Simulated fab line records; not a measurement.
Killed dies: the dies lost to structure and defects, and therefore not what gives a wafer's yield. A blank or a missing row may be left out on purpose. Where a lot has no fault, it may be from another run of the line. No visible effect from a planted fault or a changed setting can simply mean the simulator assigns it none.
A lot that was struck, set against a sound lot -- flow n5 finfet -- 15 steps out of a route of 1938
Sound: the wafers L479.1, L479.3, L479.5. The struck wafers were L481.1, L481.4, L481.5. The cause is given at the end.
Order at every step that has rows: each side's tool, ch and its chambers, its first start. Under that, the readings that differ: sound wafers -- struck wafers -- difference of the means -- sigmas: that difference in standard deviations of wafers without a fault.
alike: words and numbers the same on both sides, and readings whose means are apart by under 2 such deviations; not compared: readings that were withheld, readings missing a value for some wafer, numbers with overlapping values and no deviation given by the record, and bounds like >300 which may hide the same value.
Wherever a step has rows on one side only, a row that says differs or no value, or a row with sigmas, the two part there. Numbers that have no deviation but don't overlap get no sigmas and don't part them. Lack of a reading on every wafer of one side parts them only where that side has two or more wafers.

first, 11 steps without rows for these wafers: N5_MOL_CONTACT_COAG_STRIP_69 (strips in N2/H2); N5_MOL_CONTACT_COAG_ETCHBACK_136 (etches SiO2 in CHF3, target depth 25 nm, time 16.7 s); N5_MOL_CONTACT_COAG_STRIP_120 (strips in CHF3); N5_MOL_CONTACT_COAG_VIA_ETCH_117 (etches SiO2 in C4F6/O2, target depth 40 nm, overetch 8 nm, time 26 s); N5_MOL_CONTACT_COAG_ETCH_124 (etches SiNx in CH3F/O2, stops on SiOC, target depth 6.5 nm); N5_MOL_CONTACT_COAG_ETCH_48 (etches SiOC in C4F6/O2, target depth 15 nm, overetch 4.5 nm, time 17 s); N5_MOL_CONTACT_COAG_STRIP_72 (strips in N2/H2); N5_MOL_CONTACT_COAG_STRIP_49 (strips in N2/H2, time 30 s); N5_MOL_CONTACT_COAG_PRECLEAN_138 (cleans in alkaline clean, time 60 s); N5_MOL_CONTACT_COAG_SRD_139 (time 30 s); N5_MOL_CONTACT_COAG_PRE_CLEAN_121.
N5_MOL_CONTACT_COAG_CVD_140: deposits W, target thk 66.5 nm, time 215 s.
  sound on cvd w-01 ch 0,1, day 7 12:01; struck on cvd w-02 ch 1, day 8 02:30
  no value came back on the struck wafers for heater power outer w (W), heater power w (W), time s (s); on the sound wafers heater power outer w (W) reads 248 250 238
then, 1 step without rows for these wafers: N5_MOL_CONTACT_COAG_PRECLEAN_127 (cleans in DIW, time 57.5 s).
N5_BEOL_M4_RC_MEAS_101:
  the record has rows for the sound wafers here (prober-01 ch 0, day 9 17:12) and none for the struck ones
-- a jump in the record: the struck wafers' starts before and after are 7 days apart (it breaks off in module BEOL_M4 and resumes in module PASSIVATION, where the first step shown is number 1936 of the route) --
N5_PASSIVATION_PROBE_49:
  record: rows for the struck wafers here (prober-02, day 15 03:35), none for the sound ones

== WHERE THEY PART ==
At N5_MOL_CONTACT_COAG_CVD_140 first; at N5_PASSIVATION_PROBE_49 last (within this record only).

WHY: the cause the simulator had injected
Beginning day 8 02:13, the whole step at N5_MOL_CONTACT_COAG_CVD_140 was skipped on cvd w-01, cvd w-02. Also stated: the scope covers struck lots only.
